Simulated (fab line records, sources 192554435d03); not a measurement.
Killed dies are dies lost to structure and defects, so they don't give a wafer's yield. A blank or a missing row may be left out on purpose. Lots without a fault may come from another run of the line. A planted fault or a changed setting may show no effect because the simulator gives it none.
Split-lot experiment | flow n5_finfet | 7 lots, 39 wafers read, on a route of 1938 steps

THE SPLIT
At N5_MOL_CONTACT_COAG_ETCH_105 (etches SiARC in CF4, target depth 15.6 nm, time 26 s), the setting bias_w was moved away from the recipe's 36 W on 15 of the 39 wafers read, by -15.5% to +12.4%. The other wafers ran this setting at the recipe's value.

The reading is taken at the split's own step.

THE READING
rf_vpp_V, in V, at N5_MOL_CONTACT_COAG_ETCH_105 (etches SiARC in CF4, target depth 15.6 nm, time 26 s). Fault-free wafers of this fab line usually give 184.2 V, standard deviation 1.1 V.

wafer  | tool, chamber at the split | bias_w as run, W | against the recipe | rf_vpp_V, V | against lot-mates on the recipe
L077.1 | rie_diel-05, 1             | 30.43            | -15.5%             | 164.9       | -20.0
L077.2 | rie_diel-05, 2             | 30.43            | -15.5%             | 165.2       | -19.7
L077.3 | rie_diel-05, 3             | 36               | recipe             | 185.4       | -
L077.4 | rie_diel-05, 0             | 36               | recipe             | 183.8       | -
L077.5 | rie_diel-05, 3             | 36               | recipe             | 185.4       | -
L077.6 | rie_diel-05, 0             | 30.43            | -15.5%             | 165.5       | -19.4
L079.1 | rie_diel-03, 2             | 36               | recipe             | 184.9       | -
L079.2 | rie_diel-03, 1             | 31.06            | -13.7%             | 166.2       | -18.0
L079.3 | rie_diel-03, 3             | 36               | recipe             | 183.2       | -
L079.4 | rie_diel-03, 0             | 36               | recipe             | 184.6       | -
L079.5 | rie_diel-03, 3             | 31.06            | -13.7%             | 168.4       | -15.8
L079.6 | rie_diel-03, 2             | 31.06            | -13.7%             | 168.7       | -15.5
L081.1 | rie_diel-05, 1             | 31.01            | -13.9%             | 169.3       | -14.7
L081.2 | rie_diel-05, 3             | 31.01            | -13.9%             | 169.0       | -15.0
L081.3 | rie_diel-05, 2             | 36               | recipe             | 183.9       | -
L081.4 | rie_diel-05, 0             | 31.01            | -13.9%             | 165.0       | -19.0
L081.5 | rie_diel-05, 3             | 36               | recipe             | 185.6       | -
L081.6 | rie_diel-05, 2             | 36               | recipe             | 182.4       | -
L086.1 | rie_diel-05, 2             | 36               | recipe             | 184.3       | -
L086.2 | rie_diel-05, 3             | 36               | recipe             | 184.1       | -
L086.3 | rie_diel-05, 1             | 36               | recipe             | 182.8       | -
L086.4 | rie_diel-05, 0             | 36               | recipe             | 184.8       | -
L086.5 | rie_diel-05, 0             | 36               | recipe             | 183.9       | -
L086.6 | rie_diel-05, 3             | 36               | recipe             | 184.9       | -
L092.1 | rie_diel-04, 0             | 36               | recipe             | 185.1       | -
L092.2 | rie_diel-04, 1             | 36               | recipe             | 184.2       | -
L092.3 | rie_diel-04, 2             | 37.81            | +5.0%              | 189.2       | +4.3
L092.4 | rie_diel-04, 1             | 37.81            | +5.0%              | 189.6       | +4.7
L092.5 | rie_diel-04, 0             | 36               | recipe             | 185.4       | -
L092.6 | rie_diel-04, 2             | 37.81            | +5.0%              | 189.3       | +4.4
L093.1 | rie_diel-04, 0             | 36               | recipe             | 186.2       | -
L093.2 | rie_diel-04, 2             | 36               | recipe             | 184.6       | -
L093.3 | rie_diel-04, 1             | 40.46            | +12.4%             | 197.1       | +12.1
L093.4 | rie_diel-04, 1             | 40.46            | +12.4%             | 198.0       | +13.0
L093.5 | rie_diel-04, 2             | 40.46            | +12.4%             | 197.0       | +12.0
L093.6 | rie_diel-04, 0             | 36               | recipe             | 184.3       | -
L097.2 | rie_diel-03, 0             | 36               | recipe             | 184.3       | -
L097.3 | rie_diel-03, 1             | 36               | recipe             | 184.5       | -
L097.4 | rie_diel-03, 2             | 36               | recipe             | 184.9       | -

THE FIT
A straight line over all 39 wafers: rf_vpp_V changes by +1.17 V for each +1% of bias_w; r = +0.99; the points scatter about the line by 1.1 V.
The same after taking each lot's own level away (the mean of its wafers on the recipe; 39 wafers): +1.15 V for each +1%; r = +0.99; scatter 1.2 V.
On that fit, the largest move of bias_w shifts the reading by 18 V.
The lots' own levels span 183.97 to 185.03 V, that is 1.0 times the standard deviation above.
So the lot-to-lot level changes the slope little: the two slopes agree.
Check: with one of the wafers moved furthest among these (-15.5%) left out of the fit, the line predicts -18 V for it against its lot-mates. It came out at -20 V against them.
Tool readings at the split's step, against how far the setting was moved: rf_vpp_V r = +0.99.

OTHER SPLITS ON THESE WAFERS
These wafers also went through other splits before the reading. Each is held against what the fit with the lots' levels taken away leaves over:
other split on the same wafers | wafers away from the commonest value | r with rf_vpp_V (lot level and that fit taken away)
N5_GATE_CUT_ETCH_37 bias_w     | 9                                    | +0.13

THE FILE'S OWN FIT
rf_vpp_V changes by +1.17 V for each +1% of bias_w, r = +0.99.
